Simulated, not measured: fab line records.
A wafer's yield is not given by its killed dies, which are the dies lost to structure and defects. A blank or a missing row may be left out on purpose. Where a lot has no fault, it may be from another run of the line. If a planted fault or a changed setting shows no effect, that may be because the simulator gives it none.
Split-lot experiment	flow n5-finfet	21 wafers read from 7 lots, route of 1938 steps

== THE SPLIT ==
At N5_SD_EPI_P_COAT_34 (time 60 s, resist thk 350 nm), the setting spin-rpm was moved away from the recipe's 1500 rpm on 7 of the 21 wafers read, by -7.7% to +6.2%. For the rest of the wafers, this setting stayed at what the recipe calls for.

Reading taken at the split's own step.

== THE READING ==
SOC_of_SD_EPI_P_COAT_34.thk-nm (the simulator's own value, which no gauge read), in nm, at N5_SD_EPI_P_COAT_34 (time 60 s, resist thk 350 nm). The file does not state a usual value for it. Average 350.5 nm, standard deviation 1.3 nm, over the 14 wafers here run with the recipe.

wafer	tool, chamber at the split	spin-rpm as run, rpm	against the recipe	SOC_of_SD_EPI_P_COAT_34.thk-nm, nm	against lot-mates on the recipe
L077.4	litho-track-05, 0	1500	recipe	349.4	-
L077.5	litho-track-05, 0	1500	recipe	349.8	-
L077.6	litho-track-05, 0	1500	recipe	350.8	-
L082.3	litho-track-05, 0	1385	-7.7%	366.4	+14.8
L082.4	litho-track-05, 0	1500	recipe	352.2	-
L082.5	litho-track-05, 0	1500	recipe	351	-
L084.2	litho-track-01, 0	1402	-6.5%	360.8	no lot-mate on the recipe
L084.4	litho-track-01, 0	1402	-6.5%	361	no lot-mate on the recipe
L084.5	litho-track-01, 0	1402	-6.5%	361.6	no lot-mate on the recipe
L089.2	litho-track-01, 0	1500	recipe	348.8	-
L089.4	litho-track-01, 0	1500	recipe	348.4	-
L089.6	litho-track-01, 0	1500	recipe	348.6	-
L093.1	litho-track-05, 0	1500	recipe	350.2	-
L093.2	litho-track-05, 0	1593	+6.2%	339	-11.2
L093.4	litho-track-05, 0	1593	+6.2%	338.6	-11.6
L096.2	litho-track-04, 0	1592	+6.1%	341.6	-9.8
L096.5	litho-track-04, 0	1500	recipe	351	-
L096.6	litho-track-04, 0	1500	recipe	351.8	-
L097.1	litho-track-05, 0	1500	recipe	351.2	-
L097.2	litho-track-05, 0	1500	recipe	351.2	-
L097.5	litho-track-05, 0	1500	recipe	352.6	-

FIT RESULTS
A straight line over all 21 wafers: SOC_of_SD_EPI_P_COAT_34.thk-nm changes by -1.76 nm for each +1% of spin-rpm; r = -0.98; the points scatter about the line by 1.4 nm.
The same after taking each lot's own level away (the mean of its wafers on the recipe; 18 wafers): -1.82 nm for each +1%; r = -0.99; scatter 0.61 nm.
On that fit, the largest move of spin-rpm shifts the reading by 14 nm.
The span of the lots' own levels, 348.60 to 351.67 nm, comes to 2.4 times the standard deviation stated above.
So the lot-to-lot level changes the slope little: the two slopes agree.
Check: with one of the wafers moved furthest among these (-7.7%) left out of the fit, the line predicts +13.5 nm for it against its lot-mates. Against them it came out at +14.8 nm.

== ADDITIONAL SPLITS CARRIED BY THESE WAFERS ==
These wafers also went through other splits before the reading. Each is held against what the fit with the lots' levels taken away leaves over:
other split on the same wafers	wafers away from the commonest value	r with SOC_of_SD_EPI_P_COAT_34.thk-nm (lot level and that fit taken away)
N5_PMOS_HMC_CHANNEL_EPI_EXPOSE_06 dose-mj	3	+0.02
N5_PMOS_HMC_CHANNEL_EPI_ETCH_32 bias-w	3	+0.17
N5_DUMMY_GATE_COAT_28 spin-rpm	10	+0.26
N5_DUMMY_GATE_COAT_09 spin-rpm	4	+0.21
N5_SD_EPI_N_EPI_21 temp-c	7	-0.14

== THE FILE'S OWN FIT ==
SOC_of_SD_EPI_P_COAT_34.thk-nm changes by -1.81 nm for each +1% of spin-rpm, r = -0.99.
